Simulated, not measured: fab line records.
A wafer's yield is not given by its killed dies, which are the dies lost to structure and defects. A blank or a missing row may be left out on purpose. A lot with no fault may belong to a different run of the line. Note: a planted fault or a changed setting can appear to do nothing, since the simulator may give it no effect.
fab line records ; flow nand_harc ; part 2 of 2: steps 23 to 30 of 30
[record] lots = 5; wafers = 15; last_day = 32
route steps=1302 shown P_GATE@128
lots untouched by any fault: they come from a run of this same line in which no faults occurred
start_h: hours from the record's opening day to when the first of the lot's shown wafers began ; wait_h: time in hours since the lot's previous step ; " identical to the entry in the row above ; L1.1+2: a row that stands for several wafers ; - no value, or no start given ; * or withheld: withheld ; < > ~ a bound
route shown NAME@n: a module of which the file shows steps, and the number in the route of the first ; usual: mean/standard deviation of fault-free wafers ; same: alike in all rows ; chamber/n: place in a boat ; sites: per-site readings ; _std_site: standard deviation of those values ; _edge_site: inner sites' mean taken away from outer sites' mean ; radius_mm: how far each site lies from the wafer's centre ; mask NAME#n: copy n ; behind: the last tool/chamber to shape the wafer ; hold: why the lot went on hold/how many hours it stayed there/how the hold came to an end ; device: the transistor (n, p or np) that didn't switch ; end of line: tests run on the same wafers once the route is complete ; step lacking rows: just its recipe ; killed: dies that structure and defects cost at the first sort, which is not the same as the wafer's yield ; map: a wafer's dies, x killed, . not, _ none there
set.NAME: the run value of the setting; set.NAME@STEP: its run value at that earlier step ; model.NAME: the simulator's own value behind a step, which no gauge read
lots at selected steps of the route; one table per step, one row per wafer
services: when a tool's chamber went out of use (start_h, in hours from the record's first day, below 0 if earlier), for how many hours, and the reason
[[steps]]
[step NHARC_P_GATE_STRIP_108]
[recipe] o2_flow_sccm = 500; ar_flow_sccm = 0; bias_w = 0; chemistry = O2
[usual] drypump_motor_current_A = 5.6/0.36; oes_product_au = 0.998/0.0082; rf_vpp_V = 57.7/0.87; showerhead_plenum_p_Torr = 3.50/0.14; throttle_valve_pct = 17.038/0.0092
lot.wafer;tool;chamber;start_h;wait_h;drypump_motor_current_A;oes_product_au;rf_hours_counter_h;rf_vpp_V;showerhead_plenum_p_Torr;throttle_valve_pct
L077.3;rie_diel-07;3;126.62;-;5.1;0.984;0;57.4;3.66;17.051
L077.2;rie_diel-07;1;126.62;-;5.4;0.984;0;57.9;3.37;17.048
L077.4;rie_diel-07;3;126.62;-;5.1;0.982;-;57.4;3.66;17.033
L081.4;rie_diel-09;1;166.83;-;5.9;1.000;0;56.8;3.40;17.041
L081.2;rie_diel-09;0;166.83;-;5.6;0.990;1;57.2;3.31;17.040
L081.5;rie_diel-09;1;166.83;-;5.9;1.000;-;57.2;3.40;17.039
L087.3;rie_diel-04;0;227.40;-;5.8;1.007;4;57.8;3.50;17.030
L087.1;rie_diel-04;1;227.40;-;5.8;0.997;4;58.6;3.65;17.038
L087.2;rie_diel-04;2;227.40;-;5.4;1.002;2;58.4;3.55;17.039
L092.3;rie_diel-04;0;284.62;-;5.8;1.004;7;57.5;3.50;17.019
L092.6;rie_diel-04;1;284.62;-;5.8;0.989;-;58.1;3.65;17.019
L092.5;rie_diel-04;2;284.62;-;5.4;0.998;-;57.6;3.55;17.029
L095.3;rie_diel-09;1;305.37;-;5.9;1.003;9;57.2;3.39;17.046
L095.4;rie_diel-09;3;305.37;-;6.4;0.994;-;56.8;3.36;17.028
L095.6;rie_diel-09;1;305.37;-;5.9;0.997;-;58.4;3.39;17.031
[step NHARC_P_GATE_CD_MEAS_33]
[usual] cd_nm = 120.3/2
lot.wafer;tool;chamber;start_h;wait_h;cd_nm
L077.2;cd_sem-01;-;126.80;0.1;121.1
L077.3;cd_sem-01;-;126.80;0.1;123.1
L077.4;cd_sem-01;-;126.80;0.1;122.7
L081.2;cd_sem-02;-;167.00;-;120.1
L081.4;cd_sem-02;-;167.00;-;117.9
L081.5;cd_sem-02;-;167.00;-;117.8
L087.1;cd_sem-02;-;227.56;-;123.0
L087.2;cd_sem-02;-;227.56;-;122.2
L087.3;cd_sem-02;-;227.56;-;119.5
L092.3;cd_sem-01;-;284.75;-;119.7
L092.5;cd_sem-01;-;284.75;-;119.7
L092.6;cd_sem-01;-;284.75;-;120.5
L095.3;cd_sem-01;-;305.56;0.2;116.6
L095.4;cd_sem-01;-;305.56;0.2;117.6
L095.6;cd_sem-01;-;305.56;0.2;115.9
[step NHARC_P_GATE_STRIP_35]
[recipe] time_s = 600; temp_c = 130; chemistry = SPM
[usual] bath_heat_duty_pct = 15.3/1.7
lot.wafer;tool;chamber;start_h;wait_h;bath_heat_duty_pct
L077.4;wet_bench-04;1;126.90;0.1;17.1
L077.2;wet_bench-04;2;126.90;0.1;15.9
L077.3;wet_bench-04;4;126.90;0.1;12.3
L081.2;wet_bench-04;3;167.09;0.1;15.9
L081.5;wet_bench-04;4;167.09;0.1;13.0
L081.4;wet_bench-04;5;167.09;0.1;13.6
L087.2;wet_bench-01;7;227.66;0.1;14.7
L087.3;wet_bench-01;1;227.66;0.1;16.3
L087.1;wet_bench-01;4;227.66;0.1;14.9
L092.3;wet_bench-05;6;284.83;0.1;14.1
L092.6;wet_bench-05;1;284.83;0.1;13.7
L092.5;wet_bench-05;2;284.83;0.1;17.3
L095.4;wet_bench-04;5;305.66;0.1;14.1
L095.6;wet_bench-04;6;305.66;0.1;13.3
L095.3;wet_bench-04;7;305.66;0.1;18.5
[step NHARC_P_GATE_PRECLEAN_73]
[recipe] time_s = *; temp_c = 50; bath_age_min = 0; chemistry = SC1
[usual] bath_heat_duty_pct = 7.3/0.85
lot.wafer;tool;chamber;start_h;wait_h;bath_heat_duty_pct
L077.4;wet_bench-04;1;-;-;8.8
L077.2;wet_bench-04;2;-;-;6.3
L077.3;wet_bench-04;4;-;-;6.2
L081.2;wet_bench-04;3;-;-;7.6
L081.5;wet_bench-04;4;-;-;5.8
L081.4;wet_bench-04;5;-;-;7.3
L087.2;wet_bench-01;7;-;-;7.2
L087.3;wet_bench-01;1;-;-;7.9
L087.1;wet_bench-01;4;-;-;7.1
L092.3;wet_bench-05;6;-;-;6.9
L092.6;wet_bench-05;1;-;-;6.9
L092.5;wet_bench-05;2;-;-;8.0
L095.4;wet_bench-04;5;-;-;7.1
L095.6;wet_bench-04;6;-;-;6.6
L095.3;wet_bench-04;7;-;-;8.7
[step NHARC_P_GATE_SRD_74]
lot.wafer;tool;chamber;start_h;wait_h
L077.4+2+3;wet_bench-04;1,2,4;-;-
L081.2+5+4;wet_bench-04;3,4,5;-;-
L087.2+3+1;wet_bench-01;7,1,4;-;-
L092.3+6+5;wet_bench-05;6,1,2;-;-
L095.4+6+3;wet_bench-04;5,6,7;-;-
[step NHARC_P_GATE_ALD_36]
[recipe] target_thk_a = 200; pulse_time_s = 60; ald_cycles = 223; temp_c = 400; material = SiNx
[usual] heater_power_w = 873/64; precursor_pulse_height_rel = 1.000/0.019
lot.wafer;tool;chamber;start_h;wait_h;heater_power_w;precursor_pulse_height_rel;since_wet_clean_h
L077.3;ald_sin-04;0;127.26;-;950;0.989;43
L077.4;ald_sin-04;1;128.32;-;802;0.994;44
L077.2;ald_sin-04;2;129.37;-;850;1.007;45
L081.2;ald_sin-02;3;167.46;-;804;1.016;42
L081.4;ald_sin-02;1;169.59;-;789;0.974;44
L081.5;ald_sin-02;3;171.72;-;793;0.988;-
L087.3;ald_sin-01;0;228.03;-;834;0.994;6
L087.2;ald_sin-01;1;229.08;-;871;0.958;7
L087.1;ald_sin-01;2;230.14;-;982;1.027;8
L092.3;ald_sin-04;3;286.61;-;888;1.016;25
L092.5;ald_sin-04;2;289.44;-;876;1.013;-
L092.6;ald_sin-04;3;290.86;-;866;0.969;-
L095.4;ald_sin-04;3;306.02;-;935;1.017;44
L095.3;ald_sin-04;1;308.10;-;833;0.989;46
L095.6;ald_sin-04;0;311.24;-;875;0.999;-
[step NHARC_P_GATE_ETCHBACK_37]
[recipe] target_depth_a = 345; time_s = 17.2; chf3_flow_sccm = 50; o2_flow_sccm = 10; ar_flow_sccm = 200; rf_w = 500; bias_w = 200; chemistry = CHF3/O2
[usual] chf3_flow_sccm = 49.98/0.14; drypump_motor_current_A = 5.5/0.31; oes_product_au = 0.94/0.031; rf_vpp_V = 370.8/2.1; showerhead_plenum_p_Torr = 2.41/0.085; throttle_valve_pct = 20.573/0.0088
lot.wafer;tool;chamber;start_h;wait_h;chf3_flow_sccm;drypump_motor_current_A;oes_product_au;rf_hours_counter_h;rf_vpp_V;showerhead_plenum_p_Torr;throttle_valve_pct
L077.3;rie_diel-04;1;-;-;50.20;5.8;0.92;7;372.6;2.49;20.583
L077.4;rie_diel-04;2;-;-;49.97;5.4;0.93;7;371.4;2.42;20.562
L077.2;rie_diel-04;0;-;-;49.93;5.8;0.93;7;369.8;2.39;20.588
L081.2;rie_diel-04;1;-;-;50.08;5.8;0.99;9;371.8;2.49;20.564
L081.4;rie_diel-04;3;-;-;50.16;5.5;0.99;9;373.2;2.48;20.577
L081.5;rie_diel-04;0;-;-;49.88;5.8;0.99;-;370.0;2.38;20.562
L087.1;rie_diel-07;3;-;-;50.34;5.1;0.94;7;372.3;2.49;20.586
L087.3;rie_diel-07;0;-;-;49.90;5.6;0.94;8;372.1;2.47;20.564
L087.2;rie_diel-07;1;-;-;50.07;5.4;0.93;7;369.9;2.29;20.577
L092.3;rie_diel-04;2;-;-;50.00;5.4;0.92;6;370.6;2.42;20.582
L092.6;rie_diel-04;2;-;-;49.88;5.4;0.93;-;371.0;2.42;20.568
L092.5;rie_diel-04;3;-;-;50.08;5.5;0.92;-;371.9;2.47;20.571
L095.4;rie_diel-04;3;-;-;49.97;5.5;0.93;8;372.1;2.47;20.578
L095.3;rie_diel-04;0;-;-;49.94;5.8;0.92;9;368.9;2.38;20.577
L095.6;rie_diel-04;2;-;-;49.83;5.4;0.91;-;371.0;2.41;20.581
[step NHARC_P_GATE_STRIP_101]
[recipe] time_s = 20; o2_flow_sccm = 500; ar_flow_sccm = 0; bias_w = 0; chemistry = O2
[usual] drypump_motor_current_A = 5.6/0.32; oes_product_au = 0.997/0.0076; rf_vpp_V = 57.7/0.86; showerhead_plenum_p_Torr = 3.55/0.12; throttle_valve_pct = 17.037/0.0085
lot.wafer;tool;chamber;start_h;wait_h;drypump_motor_current_A;oes_product_au;rf_hours_counter_h;rf_vpp_V;showerhead_plenum_p_Torr;throttle_valve_pct
L077.2;rie_diel-04;2;136.87;0.1;5.5;0.996;7;57.1;3.55;17.022
L077.3;rie_diel-04;0;136.87;0.1;5.8;1.002;7;58.5;3.50;17.042
L077.4;rie_diel-04;1;136.87;0.1;5.8;1.005;7;58.4;3.66;17.040
L081.4;rie_diel-04;0;177.13;0.1;5.8;0.995;9;60.1;3.50;17.040
L081.2;rie_diel-04;1;177.13;0.1;5.8;0.994;9;58.8;3.66;17.024
L081.5;rie_diel-04;1;177.13;0.1;5.8;0.990;-;57.8;3.66;17.036
L087.2;rie_diel-07;1;237.63;0.1;5.4;1.001;7;56.7;3.37;17.044
L087.3;rie_diel-07;2;237.63;0.1;5.1;0.998;6;58.9;3.67;17.048
L087.1;rie_diel-07;3;237.63;0.1;5.1;1.009;7;57.6;3.65;17.022
L092.3;rie_diel-04;2;296.96;0.1;5.4;1.004;6;57.4;3.55;17.043
L092.6;rie_diel-04;1;296.96;0.1;5.9;0.999;-;57.1;3.65;17.040
L092.5;rie_diel-04;2;296.96;0.1;5.4;0.998;-;56.7;3.55;17.045
L095.4;rie_diel-04;3;315.55;0.1;5.5;0.995;8;57.3;3.63;17.044
L095.3;rie_diel-04;0;315.55;0.1;5.8;0.983;9;57.1;3.50;17.032
L095.6;rie_diel-04;2;315.55;0.1;5.4;1.007;-;58.0;3.55;17.034
[[services]]
tool;chamber;start_h;hours;kind
wet_bench-05;-;84.80;8.0;pm
rie_diel-04;3;86.96;2.7;repair
wet_bench-01;-;101.60;8.0;pm
rie_diel-07;-;114.53;0.2;repair
wet_bench-05;-;114.66;4.0;repair
rie_diel-07;-;117.20;9.0;pm
wet_bench-01;-;121.37;1.0;repair
rie_diel-07;-;137.05;0.2;repair
litho_track-01;-;155.00;7.0;pm
rie_si-01;0;173.62;4.4;repair
rie_diel-04;-;177.98;9.0;pm
litho_track-06;-;179.00;7.0;pm
rie_si-01;1;188.65;2.0;repair
rie_si-01;-;193.00;9.0;pm
litho_track-04;-;203.00;7.0;pm
rie_diel-07;1;216.31;2.7;repair
rie_diel-04;2;218.43;1.9;repair
wet_bench-01;-;223.14;1.0;repair
wet_bench-04;-;227.20;8.0;pm
wet_bench-05;-;260.80;8.0;pm
rie_diel-07;1;261.29;3.8;repair
rie_diel-04;0;284.99;1.9;repair
rie_diel-07;-;294.21;9.0;pm
rie_diel-04;-;294.96;0.3;repair
